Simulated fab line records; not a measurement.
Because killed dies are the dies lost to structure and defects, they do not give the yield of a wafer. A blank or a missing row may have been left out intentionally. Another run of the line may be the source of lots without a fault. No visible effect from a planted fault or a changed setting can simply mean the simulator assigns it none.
Chamber matching | flow n5 finfet | 4 sister chambers for N5_BEOL_M9_DESCUM_33 on rie diel-02
The step chemistry O2, time 7 s. 22 wafers are shown with their chamber, then 11 later ones without.

WAFERS WITH THEIR CHAMBER
wafer  | chamber | showerhead plenum p Torr (Torr) | oes product au (a.u.) | throttle valve pct (%)
L075.1 | 3       | 2.16                            | 0.69                  | 20.47
L075.3 | 2       | 2.06                            | 0.93                  | 20.45
L075.6 | 1       | 2.05                            | 0.95                  | 20.26
L080.1 | 0       | 2.06                            | 0.70                  | 20.50
L080.4 | 1       | 2.04                            | 0.94                  | 20.25
L080.6 | 2       | 2.05                            | 0.93                  | 20.45
L079.2 | 0       | 2.06                            | 0.69                  | 20.51
L079.4 | 3       | 2.16                            | 0.69                  | 20.47
L079.5 | 3       | 2.16                            | 0.67                  | 20.47
L084.4 | 3       | 2.15                            | 0.68                  | 20.48
L084.5 | 1       | 2.04                            | 0.91                  | 20.28
L084.6 | 0       | 2.06                            | 0.69                  | 20.51
L087.1 | 2       | 2.05                            | 0.89                  | 20.46
L087.2 | 3       | 2.15                            | 0.68                  | 20.48
L087.3 | 1       | 2.04                            | 0.92                  | 20.30
L089.1 | 3       | 2.15                            | 0.67                  | 20.49
L089.2 | 2       | 2.05                            | 0.88                  | 20.48
L089.3 | 1       | 2.04                            | 0.89                  | 20.31
L089.4 | 3       | 2.15                            | 0.67                  | 20.49
L089.5 | 1       | 2.04                            | 0.90                  | 20.32
L089.6 | 2       | 2.05                            | 0.88                  | 20.46
L092.1 | 1       | 2.03                            | 0.87                  | 20.32

SIGNATURES, as means of the wafers listed above
reading                  | chamber 0 | chamber 1 | chamber 2 | chamber 3 | scatter within a chamber
showerhead plenum p Torr | 2.0600    | 2.0400    | 2.0520    | 2.1543    | 0.00501
oes product au           | 0.6933    | 0.9114    | 0.9020    | 0.6786    | 0.021
throttle valve pct       | 20.5067   | 20.2914   | 20.4600   | 20.4786   | 0.0183
Rule: for each reading, subtract the chamber's mean from the wafer's reading, divide by that reading's scatter and square the result; add these up over the readings and take the root, which gives the wafer's distance from the chamber. If the next closest chamber is less than 2 further off than the closest, the wafer can't be placed; otherwise it belongs to the closest. How the scatter is found: for the shown wafers, subtract from each reading the mean of its chamber, square and add these, divide the total by (wafers less chambers), then take the root.

WAFERS WITH NO CHAMBER GIVEN
wafer  | showerhead plenum p Torr (Torr) | oes product au (a.u.) | throttle valve pct (%)
L092.2 | 2.05                            | 1.00                  | 20.16
L092.3 | 2.04                            | 0.87                  | 20.49
L095.1 | 2.03                            | 0.87                  | 20.33
L095.4 | 2.05                            | 0.98                  | 20.15
L095.5 | 2.04                            | 0.87                  | 20.50
L097.1 | 2.04                            | 0.87                  | 20.52
L097.2 | 2.03                            | 0.87                  | 20.31
L097.3 | 2.05                            | 0.97                  | 20.14
L097.4 | 2.05                            | 0.97                  | 20.13
L097.5 | 2.04                            | 0.87                  | 20.50
L097.6 | 2.03                            | 0.88                  | 20.33

THE CHAMBER EACH PASSED THROUGH
wafer  | from the rows above | in truth
L092.2 | 1                   | 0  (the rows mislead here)
L092.3 | 2                   | 2
L095.1 | 1                   | 1
L095.4 | 1                   | 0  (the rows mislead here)
L095.5 | 2                   | 2
L097.1 | 2                   | 2
L097.2 | 1                   | 1
L097.3 | 1                   | 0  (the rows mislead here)
L097.4 | 1                   | 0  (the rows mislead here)
L097.5 | 2                   | 2
L097.6 | 1                   | 1
Placed correctly: 7 of 11. From these rows, 0 cannot be placed. 4 placed wrongly.
